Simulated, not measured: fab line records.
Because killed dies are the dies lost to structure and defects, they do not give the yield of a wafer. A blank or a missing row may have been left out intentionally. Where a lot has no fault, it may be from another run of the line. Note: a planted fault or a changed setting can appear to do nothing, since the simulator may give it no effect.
Chamber matching | flow nand harc | NHARC_A_BLC_STRIP_29 on rie diel-02 has 4 sister chambers
The step strips in CF4. 14 wafers are shown with their chamber, then 7 later ones without.

== WAFERS, EACH WITH ITS CHAMBER ==
wafer  | chamber | showerhead plenum p Torr (Torr) | oes product au (a.u.) | rf vpp V (V)
L169.3 | 2       | 1.74                            | 1.001                 | 58.3
L169.4 | 3       | 1.65                            | 1.015                 | 58.7
L169.5 | 2       | 1.74                            | 0.996                 | 59.1
L172.1 | 0       | 1.79                            | 1.000                 | 59.0
L172.3 | 2       | 1.74                            | 0.994                 | 59.7
L172.5 | 1       | 1.67                            | 1.001                 | 59.6
L174.1 | 0       | 1.79                            | 0.999                 | 59.3
L174.2 | 2       | 1.74                            | 1.009                 | 59.6
L174.6 | 0       | 1.79                            | 0.993                 | 58.9
L182.2 | 3       | 1.65                            | 1.011                 | 59.1
L182.3 | 1       | 1.66                            | 1.005                 | 58.6
L182.5 | 1       | 1.66                            | 0.994                 | 58.5
L188.3 | 3       | 1.65                            | 1.007                 | 58.5
L188.4 | 2       | 1.73                            | 0.980                 | 60.1

SIGNATURES (averages over the wafers above)
reading                  | chamber 0 | chamber 1 | chamber 2 | chamber 3 | scatter within a chamber
showerhead plenum p Torr | 1.7900    | 1.6633    | 1.7380    | 1.6500    | 0.00383
oes product au           | 0.99733   | 1.00000   | 0.99600   | 1.01100   | 0.00759
rf vpp V                 | 59.067    | 58.900    | 59.360    | 58.767    | 0.541
Rule: a wafer lies at a distance from a chamber equal to the root of the sum of squares, over the readings, of (its reading less the chamber's mean, divided by the reading's scatter). The wafer belongs to the nearest chamber; if the next one is less than 2 further off, it can't be placed. The scatter: the root of (the sum of the squares of (reading less its chamber's mean) over the shown wafers, divided by (wafers less chambers)).

== WAFERS WHOSE CHAMBER IS MISSING ==
wafer  | showerhead plenum p Torr (Torr) | oes product au (a.u.) | rf vpp V (V)
L188.6 | 1.65                            | 1.016                 | 59.5
L181.1 | 1.65                            | 1.000                 | 59.8
L181.2 | 1.78                            | 0.995                 | 60.6
L181.6 | 1.66                            | 0.991                 | 59.9
L191.1 | 1.73                            | 0.982                 | 58.8
L191.2 | 1.66                            | 0.999                 | 59.6
L191.4 | 1.64                            | 1.004                 | 59.7

== THE CHAMBER EACH PASSED THROUGH ==
wafer  | from the rows above     | in truth
L188.6 | 3                       | 3
L181.1 | can't be placed: 3 or 1 | 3
L181.2 | 0                       | 0
L181.6 | can't be placed: 1 or 3 | 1
L191.1 | 2                       | 2
L191.2 | can't be placed: 1 or 3 | 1
L191.4 | 3                       | 3
4 of 7 placed correctly. These rows do not allow placing 3 (true chamber among the candidates in 3). 0 placed wrongly.
